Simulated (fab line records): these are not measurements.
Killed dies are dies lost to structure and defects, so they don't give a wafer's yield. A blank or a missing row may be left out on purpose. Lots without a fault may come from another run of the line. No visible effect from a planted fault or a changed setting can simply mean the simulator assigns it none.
fab line records	flow n5_finfet
[record] lots = 11	wafers = 30	last_day = 17
route steps=1938 shown BEOL_M1@821 BEOL_M4@1111 PASSIVATION@1936
lots with no fault: from the same line, run without faults
start_h: the number of hours between the record's first day and the start of the first shown wafer of the lot	wait_h: hours from the lot's prior step to this one	" same as the row above	L1.1+2: several wafers, shown together as one row	- either no value or no given start	* or withheld: withheld	< > ~ a bound
route shown NAME@n: NAME is a module with steps in the file, n the number in the route of the first one	usual: average and standard deviation across the fault-free wafers	same: alike in all rows	chamber/n: place in a boat	sites: per-site readings	_std_site: how widely they spread, as a standard deviation	_edge_site: outer sites' mean less inner sites'	radius_mm: how far each site lies from the wafer's centre	mask NAME#n: copy n	behind: the tool/chamber that last shaped the wafer	hold: reason for holding the lot/hours on hold/outcome of the hold	device: the n, p or np transistor that did not switch	end of line: the same wafers' tests at the end of the route	a step with no rows: only its recipe	killed: count of dies lost to structure and defects at first sort (not the wafer's yield)	map: the dies of a wafer, with x for killed, . for not killed, _ for no die there
set.NAME: the setting the step ran with; set.NAME@STEP: the setting that earlier step ran with	model.NAME: the simulator's own value behind a step, which no gauge read
the route's steps for a sample of lots (tables are steps, rows are wafers)
services: from which hour (start_h, from the record's first day; less than 0 if before it) a tool's chamber was out of use, for how many hours, and why
[[steps]]
[step N5_BEOL_M1_ANNEAL_87]
[recipe] temp_c = 400	time_s = 240	ambient = vacuum
[usual] heater_power_w = 823/58
lot.wafer	tool	chamber	start_h	wait_h	heater_power_w
L258.2	pvd_sputter-03	-	126.19	0.0	846
L258.3	"	-	"	"	765
L260.2	pvd_sputter-03	-	134.36	0.0	746
L260.6	"	-	"	"	903
L264.1	pvd_sputter-03	-	158.32	0.0	884
L264.4	"	-	"	"	861
L264.5	"	-	"	"	762
L266.1	pvd_sputter-03	-	178.87	0.0	862
L266.2	"	-	"	"	840
L266.4	"	-	"	"	917
L268.3	pvd_sputter-02	-	180.69	0.0	780
L268.4	"	-	"	"	753
L268.5	"	-	"	"	797
L269.2	pvd_sputter-02	-	190.36	0.0	731
L269.3	"	-	"	"	781
L269.6	"	-	"	"	786
L274.1	pvd_sputter-03	-	213.40	0.0	768
L274.4	"	-	"	"	898
L274.6	"	-	"	"	914
L273.1	pvd_sputter-02	-	229.24	0.0	777
L273.4	"	-	"	"	851
L273.6	"	-	"	"	772
L277.1	pvd_sputter-03	-	239.56	0.0	839
L277.5	"	-	"	"	767
L277.6	"	-	"	"	868
L279.2	pvd_sputter-01	-	251.25	0.0	894
L279.4	"	-	"	"	741
L281.2	pvd_sputter-01	-	269.00	0.0	802
L281.3	"	-	"	"	866
L281.6	"	-	"	"	864
[step N5_BEOL_M1_ANNEAL_95]
[recipe] temp_c = 400	time_s = 240	ambient = vacuum
[usual] heater_power_w = 826/60
lot.wafer	tool	chamber	start_h	wait_h	heater_power_w
L258.2	pvd_sputter-03	-	127.07	0.0	854
L258.3	"	-	"	"	738
L260.2	pvd_sputter-03	-	135.24	0.0	762
L260.6	"	-	"	"	907
L264.1	pvd_sputter-03	-	159.20	0.0	893
L264.4	"	-	"	"	809
L264.5	"	-	"	"	763
L266.1	pvd_sputter-03	-	179.75	0.0	885
L266.2	"	-	"	"	851
L266.4	"	-	"	"	913
L268.3	pvd_sputter-02	-	181.57	0.0	782
L268.4	"	-	"	"	780
L268.5	"	-	"	"	776
L269.2	pvd_sputter-02	-	191.24	0.0	759
L269.3	"	-	"	"	780
L269.6	"	-	"	"	803
L274.1	pvd_sputter-03	-	214.28	0.0	777
L274.4	"	-	"	"	883
L274.6	"	-	"	"	902
L273.1	pvd_sputter-02	-	230.12	0.0	782
L273.4	"	-	"	"	869
L273.6	"	-	"	"	777
L277.1	pvd_sputter-03	-	240.44	0.0	851
L277.5	"	-	"	"	769
L277.6	"	-	"	"	821
L279.2	pvd_sputter-01	-	252.13	0.0	904
L279.4	"	-	"	"	739
L281.2	pvd_sputter-01	-	269.88	0.0	817
L281.3	"	-	"	"	869
L281.6	"	-	"	"	879
[step N5_BEOL_M1_SPUTTER_96]
[recipe] material = Cu	target_thk_a = 45	temp_c = -20	chamber_pressure_pa = 0.07	power_w = withheld	time_s = 8.29
[usual] throttle_valve_pct = 29.6/1.2
lot.wafer	tool	chamber	start_h	wait_h	throttle_valve_pct
L258.2	pvd_sputter-03	-	127.21	0.1	32.1
L258.3	"	-	"	"	29.5
L260.2	pvd_sputter-03	-	135.38	0.1	29.5
L260.6	"	-	"	"	28.8
L264.1	pvd_sputter-03	-	159.34	0.1	29.9
L264.4	"	-	"	"	32.0
L264.5	"	-	"	"	29.7
L266.1	pvd_sputter-03	-	179.89	0.1	30.0
L266.2	"	-	"	"	32.4
L266.4	"	-	"	"	28.9
L268.3	pvd_sputter-02	-	181.71	0.1	28.8
L268.4	"	-	"	"	29.0
L268.5	"	-	"	"	28.9
L269.2	pvd_sputter-02	-	191.38	0.1	30.8
L269.3	"	-	"	"	28.8
L269.6	"	-	"	"	28.4
L274.1	pvd_sputter-03	-	214.42	0.1	29.6
L274.4	"	-	"	"	29.4
L274.6	"	-	"	"	28.6
L273.1	pvd_sputter-02	-	230.26	0.1	28.7
L273.4	"	-	"	"	28.9
L273.6	"	-	"	"	28.6
L277.1	pvd_sputter-03	-	240.58	0.1	32.1
L277.5	"	-	"	"	29.6
L277.6	"	-	"	"	32.2
L279.2	pvd_sputter-01	-	252.27	0.1	29.7
L279.4	"	-	"	"	29.0
L281.2	pvd_sputter-01	-	270.02	0.1	27.9
L281.3	"	-	"	"	30.6
L281.6	"	-	"	"	30.6
[step N5_BEOL_M1_DEP_57]
[recipe] material = SiCN	target_thk_a = 80	temp_c = withheld	precursor = 3MS/NH3	pressure_torr = 3	rf_w = 202	time_s = 14
[usual] chamber_pressure_Torr = 3.002/0.0061	rf_fwd_power_W = 199.0/1.2	showerhead_plenum_p_Torr = 3.657/0.011	throttle_valve_pct = 9.2/0.75
lot.wafer	tool	chamber	start_h	wait_h	chamber_pressure_Torr	rf_fwd_power_W	showerhead_plenum_p_Torr	throttle_valve_pct
L258.2	pecvd-01	2	128.19	0.0	2.995	199.8	3.664	8.3
L258.3	"	0	"	"	3.005	200.8	3.666	8.8
L260.2	pecvd-01	0	136.55	0.0	3.008	199.1	3.670	9.0
L260.6	"	1	"	"	2.997	197.5	3.646	10.1
L264.1	pecvd-03	1	160.41	0.0	2.998	198.8	3.663	9.5
L264.4	"	2	"	"	3.004	199.1	3.651	8.8
L264.5	"	2	"	"	3.014	200.2	3.652	8.9
L266.1	pecvd-01	1	180.87	0.0	-	-	-	-
L266.2	"	2	"	"	-	-	-	-
L266.4	"	0	"	"	-	-	-	-
L268.3	pecvd-01	2	182.92	0.0	-	-	-	-
L268.4	"	1	"	"	-	-	-	-
L268.5	"	0	"	"	-	-	-	-
L269.2	pecvd-04	2	192.36	0.0	-	-	-	-
L269.3	"	1	"	"	-	-	-	-
L269.6	"	1	"	"	-	-	-	-
L274.1	pecvd-04	0	215.42	0.0	2.991	200.8	3.635	9.0
L274.4	"	2	"	"	3.002	199.3	3.656	8.5
L274.6	"	1	"	"	2.998	196.9	3.666	10.4
L273.1	pecvd-01	1	231.24	0.0	3.014	198.3	3.643	9.9
L273.4	"	0	"	"	3.002	200.0	3.658	9.1
L273.6	"	2	"	"	2.995	200.4	3.659	8.0
L277.1	pecvd-01	1	241.56	0.0	3.005	198.6	3.653	10.3
L277.5	"	0	"	"	3.009	201.1	3.656	9.1
L277.6	"	1	"	"	3.004	198.2	3.649	9.8
L279.2	pecvd-04	2	253.28	0.0	3.008	198.2	3.660	8.4
L279.4	"	2	"	"	3.015	199.4	3.651	8.2
L281.2	pecvd-04	0	271.14	0.0	3.000	200.2	3.640	9.4
L281.3	"	2	"	"	3.000	199.3	3.654	8.3
L281.6	"	1	"	"	3.005	197.4	3.669	10.4
[step N5_BEOL_M4_RC_MEAS_101]
[usual] DIBL_N = 36.3/1.6	DIBL_P = 36.2/2.1	IOFF_N = 0.16/0.031	IOFF_P = 0.21/0.034	ION_N = 673/11	ION_P = 461/7.4	SS_N = 71.6/0.55	SS_P = 73.3/0.66	VT_N = 251/3.2	VT_P = -251/3.5
lot.wafer	tool	chamber	start_h	wait_h	DIBL_N[mV/V]	DIBL_P[mV/V]	IOFF_N[nA/um]	IOFF_P[nA/um]	ION_N[uA/um]	ION_P[uA/um]	SS_N[mV/dec]	SS_P[mV/dec]	VT_N[mV]	VT_P[mV]
L258.2	prober-02	0	157.00	0.2	36.6	35.7	0.16	0.23	678	469	72.4	73.7	250	-252
L258.3	"	0	"	"	34.4	33.3	0.13	0.19	683	473	71.6	73.3	252	-250
L260.2	prober-02	0	163.25	0.2	33.4	33.4	0.12	0.15	664	452	70.8	72.9	258	-254
L260.6	"	0	"	"	35.0	36.1	0.15	0.20	661	453	71.6	73.3	249	-251
L264.1	prober-01	0	192.87	0.0	39.4	39.1	0.25	0.27	681	460	72.0	74.2	244	-247
L264.4	"	0	"	"	39.9	40.1	0.24	0.28	683	461	72.9	74.2	245	-247
L264.5	"	0	"	"	40.0	39.6	0.26	0.28	683	464	72.5	73.5	246	-248
L274.1	prober-02	0	245.44	0.0	37.3	38.7	0.19	0.27	687	475	71.9	73.0	245	-241
L274.4	"	0	"	"	33.8	33.8	0.12	0.20	680	476	70.7	72.2	252	-248
L274.6	"	0	"	"	35.9	36.8	0.17	0.24	680	469	71.6	73.1	247	-244
L273.1	prober-02	0	256.65	0.0	36.4	34.9	0.15	0.19	674	457	71.6	72.7	248	-251
L273.4	"	0	"	"	34.2	32.6	0.12	0.16	643	451	71.2	71.4	255	-251
L273.6	"	0	"	"	34.8	34.5	0.14	0.19	660	459	70.7	73.0	253	-252
L277.1	prober-01	0	268.94	0.0	36.5	37.0	0.16	0.20	669	462	72.3	73.6	251	-249
L277.5	"	0	"	"	36.2	36.8	0.15	0.20	665	460	71.2	73.7	251	-251
L277.6	"	0	"	"	35.5	34.7	0.13	0.17	661	452	71.5	73.0	256	-253
L279.2	prober-01	0	281.13	0.2	36.8	35.2	0.15	0.19	667	454	71.3	73.0	253	-254
L279.4	"	0	"	"	38.1	37.4	0.17	0.21	689	464	71.6	74.0	246	-253
L281.2	prober-01	0	298.01	0.2	37.9	38.5	0.19	0.23	687	466	71.7	74.6	248	-249
L281.3	"	0	"	"	39.1	41.1	0.23	0.28	697	472	73.3	74.0	245	-248
L281.6	"	0	"	"	39.1	41.7	0.25	0.29	708	478	72.5	74.3	243	-248
[step N5_PASSIVATION_PROBE_49]
[usual] defect_limited_yield = 91.5/1.5	killed_at_M0_to_M3 = 32/9.4	killed_at_M4_up = 12/5.1	killed_at_contacts = 11/7.4	killed_at_front_end = 41/11	killed_at_other = 3.4/2.5	killed_dies = 100/17	killed_on_rim = 13/4.4	killed_open = 65/14	killed_short = 33/7	sort_bin_4_leakage = 0.00/0.01	sort_bin_5_function = 4.9/0.96	sort_bin_6_memory = 3.1/0.7	sort_bin_8_speed = 0.00/0.01	sort_n_pass = 1080/17	sort_yield_pct = 91.5/1.5
[same] gross_dies = 1180	killed_at_back_side = 0
lot.wafer	tool	chamber	start_h	wait_h	defect_limited_yield[%]	killed_at_M0_to_M3	killed_at_M4_up	killed_at_contacts	killed_at_front_end	killed_at_other	killed_dies	killed_on_rim	killed_open	killed_short	sort_bin_4_leakage[%]	sort_bin_5_function[%]	sort_bin_6_memory[%]	sort_bin_8_speed[%]	sort_n_pass	sort_yield_pct[%]
L258.2	prober-02	-	251.39	0.1	92.2	22	9	13	42	6	92	15	64	28	0	4.8	2.8	0	1088	92.2
L258.3	prober-02	-	251.44	0.1	91.8	19	15	10	47	6	97	8	59	35	0	4.6	3.4	0	1083	91.8
L264.1	prober-02	-	279.62	0.0	92.6	23	20	16	25	3	87	10	56	30	0	4.3	2.5	0	1093	92.6
L264.4	prober-02	-	279.77	0.2	91.6	39	15	15	30	0	99	8	75	24	0	5.2	3.1	0	1081	91.6
L264.5	prober-02	-	279.82	0.2	90.2	24	14	19	54	5	116	15	73	43	0.08	5.5	3.6	0	1063	90.1
L266.1	prober-02	-	304.40	0.0	0	1111	13	13	40	3	1180	152	64	28	0	96.5	3.0	0	0	0
L266.2	prober-02	-	304.45	0.1	0	1120	7	16	36	1	1180	152	59	30	0	96.7	3.1	0	0	0
L266.4	prober-02	-	304.55	0.2	0	1123	12	7	37	1	1180	152	67	29	0	97.2	2.6	0	0	0
L268.3	prober-02	-	305.21	0.1	0	1087	15	6	71	1	1180	152	99	34	0	95.8	3.6	0	0	0
L268.4	prober-02	-	305.26	0.2	0	1115	23	11	29	2	1180	152	78	41	0	96.8	3.0	0	0	0
L268.5	prober-02	-	305.31	0.2	0	1104	7	4	65	0	1180	152	90	33	0	95.5	4.2	0	0	0
L269.2	prober-02	-	317.66	0.1	0	1097	19	20	44	0	1180	152	84	39	0	95.1	4.3	0	0	0
L269.3	prober-02	-	317.71	0.1	0	1112	14	18	35	1	1180	152	80	33	0	95.6	4.0	0	0	0
L269.6	prober-02	-	317.86	0.3	0	1100	13	13	54	0	1180	152	85	37	0	95.3	4.7	0	0	0
L273.1	prober-02	-	349.82	0.0	90.6	35	7	18	51	0	111	13	75	34	0	5.8	3.1	0	1069	90.6
L273.4	prober-02	-	349.97	0.2	90.9	43	8	9	41	6	107	11	59	48	0	5.1	3.4	0.08	1072	90.8
L273.6	prober-02	-	350.07	0.3	90.7	38	15	21	34	2	110	14	87	23	0	5.8	3.1	0	1070	90.7
L277.1	prober-02	-	355.34	0.0	90.1	53	11	2	45	6	117	18	77	40	0	5.1	4.6	0	1063	90.1
L277.5	prober-02	-	355.54	0.2	91.6	33	21	10	28	7	99	15	71	28	0	5.1	3.1	0	1081	91.6
L277.6	prober-02	-	355.59	0.3	92.3	41	17	4	26	3	91	9	58	33	0	4.6	2.6	0	1089	92.3
L279.2	prober-01	-	385.22	0.1	91.1	37	12	6	45	5	105	15	68	35	0	5.2	3.6	0	1075	91.1
L279.4	prober-01	-	385.32	0.2	91.9	32	17	6	35	6	96	16	54	39	0	4.8	2.6	0	1084	91.9
L281.2	prober-02	-	401.10	0.1	93.4	19	11	1	45	2	78	8	46	32	0	3.9	2.4	0	1102	93.4
L281.3	prober-02	-	401.15	0.1	92.3	36	14	8	33	0	91	7	62	29	0	4.9	2.5	0	1089	92.3
L281.6	prober-02	-	401.30	0.3	93.1	39	13	4	23	2	81	15	53	27	0	4.2	2.3	0	1099	93.1
// killed by level:class
L258.2 STI_FIN_REVEAL:geometric_particle:open=16 MOL_CONTACT_COAG:geometric_particle:open=11 BEOL_M0_SAQP:geometric_particle:open=6 BEOL_M3:geometric_particle:open=5 BEOL_M0_SAQP:geometric_particle:short=5 FIN_SAQP:geometric_particle:open=4 BEOL_M2:geometric_particle:open=4 BEOL_M4:geometric_particle:open=4
L258.3 FIN_SAQP:geometric_particle:short=12 STI_FIN_REVEAL:geometric_particle:open=9 FIN_SAQP:geometric_particle:open=7 BEOL_M3:geometric_particle:open=7 MOL_CONTACT_COAG:geometric_particle:short=5 BEOL_M2:geometric_particle:open=5 BEOL_M5:geometric_particle:open=5 ILD0:geometric_particle:short=4
L264.1 MOL_CONTACT_COAG:geometric_particle:open=13 STI_FIN_REVEAL:geometric_particle:open=6 BEOL_M4:geometric_particle:open=6 GATE_CUT:geometric_particle:short=5 BEOL_M3:geometric_particle:open=4 FIN_SAQP:geometric_particle:short=3 GATE_CUT:geometric_particle:open=3 MOL_CONTACT_COAG:geometric_particle:short=3
L264.4 MOL_CONTACT_COAG:geometric_particle:open=14 BEOL_M1:geometric_particle:open=13 BEOL_M4:geometric_particle:open=11 STI_FIN_REVEAL:geometric_particle:open=9 BEOL_M3:geometric_particle:open=8 FIN_SAQP:geometric_particle:short=5 BEOL_M0_SAQP:geometric_particle:open=5 BEOL_M1:geometric_particle:short=4
L264.5 MOL_CONTACT_COAG:geometric_particle:open=16 FIN_SAQP:geometric_particle:short=12 FIN_SAQP:geometric_particle:open=10 GATE_CUT:geometric_particle:short=9 BEOL_M2:geometric_particle:open=7 GATE_CUT:geometric_particle:open=6 STI_FIN_REVEAL:geometric_particle:open=5 BEOL_M4:geometric_particle:open=5
L266.1 BEOL_M1:area_dep=1087 MOL_CONTACT_COAG:geometric_particle:open=11 DUMMY_GATE:geometric_particle:open=10 BEOL_M2:geometric_particle:open=10 FIN_SAQP:geometric_particle:short=9 BEOL_M3:geometric_particle:open=8 FIN_SAQP:geometric_particle:open=7 STARTING-WAFER:geometric_particle:short=4
L266.2 BEOL_M1:area_dep=1090 MOL_CONTACT_COAG:geometric_particle:open=12 FIN_SAQP:geometric_particle:open=9 FIN_SAQP:geometric_particle:short=9 BEOL_M3:geometric_particle:open=8 BEOL_M1:geometric_particle:open=6 BEOL_M0_SAQP:geometric_particle:open=6 BEOL_M3:geometric_particle:short=5
L266.4 BEOL_M1:area_dep=1083 BEOL_M2:geometric_particle:open=15 FIN_SAQP:geometric_particle:open=11 FIN_SAQP:geometric_particle:short=10 MOL_CONTACT_COAG:geometric_particle:open=5 DUMMY_GATE:geometric_particle:open=5 BEOL_M0_SAQP:geometric_particle:open=5 BEOL_M0:geometric_particle:open=5
L268.3 BEOL_M1:area_dep=1047 FIN_SAQP:geometric_particle:open=24 BEOL_M1:geometric_particle:open=12 STI_FIN_REVEAL:geometric_particle:open=11 BEOL_M2:geometric_particle:open=9 FIN_SAQP:geometric_particle:short=7 STI_FIN_REVEAL:geometric_particle:short=7 BEOL_M0_SAQP:geometric_particle:open=7
L268.4 BEOL_M1:area_dep=1061 BEOL_M0_SAQP:geometric_particle:open=14 BEOL_M2:geometric_particle:open=14 BEOL_M0_SAQP:geometric_particle:short=13 BEOL_M4:geometric_particle:open=13 FIN_SAQP:geometric_particle:open=9 MOL_CONTACT_COAG:geometric_particle:open=7 STI_FIN_REVEAL:geometric_particle:open=5
L268.5 BEOL_M1:area_dep=1057 BEOL_M2:geometric_particle:open=23 FIN_SAQP:geometric_particle:open=20 FIN_SAQP:geometric_particle:short=14 BEOL_M0_SAQP:geometric_particle:open=8 BEOL_M1:geometric_particle:open=7 GATE_CUT:geometric_particle:short=7 STI_FIN_REVEAL:geometric_particle:open=6
L269.2 BEOL_M1:area_dep=1057 MOL_CONTACT_COAG:geometric_particle:open=14 STI_FIN_REVEAL:geometric_particle:open=9 BEOL_M2:geometric_particle:open=8 BEOL_M0_SAQP:geometric_particle:short=7 BEOL_M4:geometric_particle:open=7 DUMMY_GATE:geometric_particle:open=6 MOL_CONTACT_COAG:geometric_particle:short=6
L269.3 BEOL_M1:area_dep=1067 MOL_CONTACT_COAG:geometric_particle:open=15 BEOL_M3:geometric_particle:open=12 BEOL_M1:geometric_particle:open=11 FIN_SAQP:geometric_particle:open=10 STI_FIN_REVEAL:geometric_particle:open=8 BEOL_M0_SAQP:geometric_particle:short=5 BEOL_M0_SAQP:geometric_particle:open=5
L269.6 BEOL_M1:area_dep=1056 FIN_SAQP:geometric_particle:open=13 MOL_CONTACT_COAG:geometric_particle:open=13 BEOL_M1:geometric_particle:open=11 BEOL_M1:geometric_particle:short=8 STI_FIN_REVEAL:geometric_particle:open=7 ILD0:geometric_particle:open=7 BEOL_M0_SAQP:geometric_particle:short=7
L273.1 FIN_SAQP:geometric_particle:open=17 MOL_CONTACT_COAG:geometric_particle:open=14 BEOL_M1:geometric_particle:open=12 FIN_SAQP:geometric_particle:short=9 GATE_CUT:geometric_particle:short=6 BEOL_M3:geometric_particle:open=6 BEOL_M2:geometric_particle:open=5 DUMMY_GATE:geometric_particle:open=4
L273.4 FIN_SAQP:geometric_particle:short=17 BEOL_M0_SAQP:geometric_particle:open=12 FIN_SAQP:geometric_particle:open=11 BEOL_M0_SAQP:geometric_particle:short=8 BEOL_M3:geometric_particle:open=8 MOL_CONTACT_COAG:geometric_particle:open=6 BEOL_M1:geometric_particle:open=4 PASS1_CAP:geometric_particle:short=4
L273.6 MOL_CONTACT_COAG:geometric_particle:open=17 FIN_SAQP:geometric_particle:open=10 BEOL_M0_SAQP:geometric_particle:open=9 BEOL_M2:geometric_particle:open=8 FIN_SAQP:geometric_particle:short=7 BEOL_M3:geometric_particle:open=7 BEOL_M5:geometric_particle:open=6 BEOL_M1:geometric_particle:open=6
L277.1 BEOL_M0_SAQP:geometric_particle:short=18 BEOL_M0_SAQP:geometric_particle:open=14 FIN_SAQP:geometric_particle:open=11 STI_FIN_REVEAL:geometric_particle:open=9 BEOL_M3:geometric_particle:open=7 BEOL_M1:geometric_particle:open=6 BEOL_M2:geometric_particle:open=6 FIN_SAQP:geometric_particle:short=5
L277.5 MOL_CONTACT_COAG:geometric_particle:open=9 BEOL_M4:geometric_particle:open=8 BEOL_M1:geometric_particle:open=7 BEOL_M3:geometric_particle:open=7 BEOL_M0_SAQP:geometric_particle:open=6 FIN_SAQP:geometric_particle:short=4 FIN_SAQP:geometric_particle:open=4 DUMMY_GATE:geometric_particle:open=4
L277.6 BEOL_M0_SAQP:geometric_particle:open=12 BEOL_M1:geometric_particle:open=9 BEOL_M3:geometric_particle:open=6 BEOL_M4:geometric_particle:open=6 FIN_SAQP:geometric_particle:short=5 FIN_SAQP:geometric_particle:open=5 MOL_CONTACT_COAG:geometric_particle:open=4 BEOL_M0_SAQP:geometric_particle:short=4
L279.2 FIN_SAQP:geometric_particle:open=9 BEOL_M3:geometric_particle:open=9 BEOL_M0_SAQP:geometric_particle:short=9 STI_FIN_REVEAL:geometric_particle:open=7 FIN_SAQP:geometric_particle:short=5 MOL_CONTACT_COAG:geometric_particle:open=5 BEOL_M1:geometric_particle:open=5 STARTING-WAFER:geometric_particle:short=5
L279.4 FIN_SAQP:geometric_particle:short=10 FIN_SAQP:geometric_particle:open=8 BEOL_M0_SAQP:geometric_particle:short=8 BEOL_M3:geometric_particle:open=7 BEOL_M2:geometric_particle:open=6 BEOL_M1:geometric_particle:open=5 GATE_CUT:geometric_particle:short=4 MOL_CONTACT_COAG:geometric_particle:open=4
L281.2 FIN_SAQP:geometric_particle:short=17 FIN_SAQP:geometric_particle:open=14 BEOL_M0_SAQP:geometric_particle:short=5 BEOL_M0_SAQP:geometric_particle:open=4 BEOL_M1:geometric_particle:open=4 BEOL_M3:geometric_particle:open=4 STI_FIN_REVEAL:geometric_particle:short=3 BEOL_M4:geometric_particle:open=3
L281.3 BEOL_M0_SAQP:geometric_particle:open=12 FIN_SAQP:geometric_particle:short=8 BEOL_M4:geometric_particle:open=8 FIN_SAQP:geometric_particle:open=6 DUMMY_GATE:geometric_particle:open=6 MOL_CONTACT_COAG:geometric_particle:open=5 BEOL_M0_SAQP:geometric_particle:short=5 BEOL_M1:geometric_particle:short=5
L281.6 BEOL_M0_SAQP:geometric_particle:open=10 BEOL_M3:geometric_particle:open=8 DUMMY_GATE:geometric_particle:open=7 BEOL_M1:geometric_particle:open=6 BEOL_M1:geometric_particle:short=5 BEOL_M4:geometric_particle:open=5 MOL_CONTACT_COAG:geometric_particle:open=4 GATE_CUT:geometric_particle:short=4
[[services]]
tool	chamber	start_h	hours	kind
pvd_sputter-03	-	116.95	1.2	repair
pecvd-04	-	135.85	0.9	repair
pecvd-03	0	146.19	21.5	repair
pecvd-04	1	148.80	8.8	repair
pecvd-01	0	155.28	4.9	repair
pecvd-04	-	157.10	2.5	repair
pecvd-04	-	166.30	2.6	repair
pecvd-03	-	171.75	3.1	repair
pecvd-03	2	182.22	5.5	scheduled_down
pecvd-03	2	188.70	2.1	scheduled_down
pecvd-01	-	191.75	2.8	pm
pecvd-03	1	206.10	6.1	repair
pecvd-01	0	207.62	2.1	scheduled_down
pecvd-04	1	236.36	2.1	scheduled_down
pecvd-04	-	238.23	0.5	repair
pecvd-03	1	243.14	2.1	scheduled_down
pecvd-04	0	251.52	12.3	repair
pecvd-01	0	267.75	5.5	scheduled_down
[[key]]
[first_sign] step = N5_BEOL_M1_DEP_57	reading = tool_record	direction = missing
[effect] step = N5_PASSIVATION_PROBE_49	reading = killed_at_M0_to_M3	direction = up	sigmas = 99+	usual = 32	struck = 1108
[more_kills_born_at] N5_BEOL_M1_DEP_57@pecvd-01 = 6425	N5_BEOL_M1_DEP_57@pecvd-04 = 3180
met_at N5_BEOL_M1_DEP_57
struck_lots L266,L268,L269
later_rows_left_out L266.1,L266.2,L266.4,L268.3,L268.4,L268.5,L269.2,L269.3,L269.6
not_acting_at N5_BEOL_M1_ANNEAL_87,N5_BEOL_M1_ANNEAL_95,N5_BEOL_M1_SPUTTER_96
onset_between 136.55 180.87
[fault] kind = skipped_step_whole	tool = pecvd-01,pecvd-04	chamber = -	onset_h = 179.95	steps = N5_BEOL_M1_DEP_57	scope = struck_lots_only
// later_rows_left_out: the simulator's readings of these wafers behind a module that went badly wrong aren't trusted and aren't shown, but for the sort
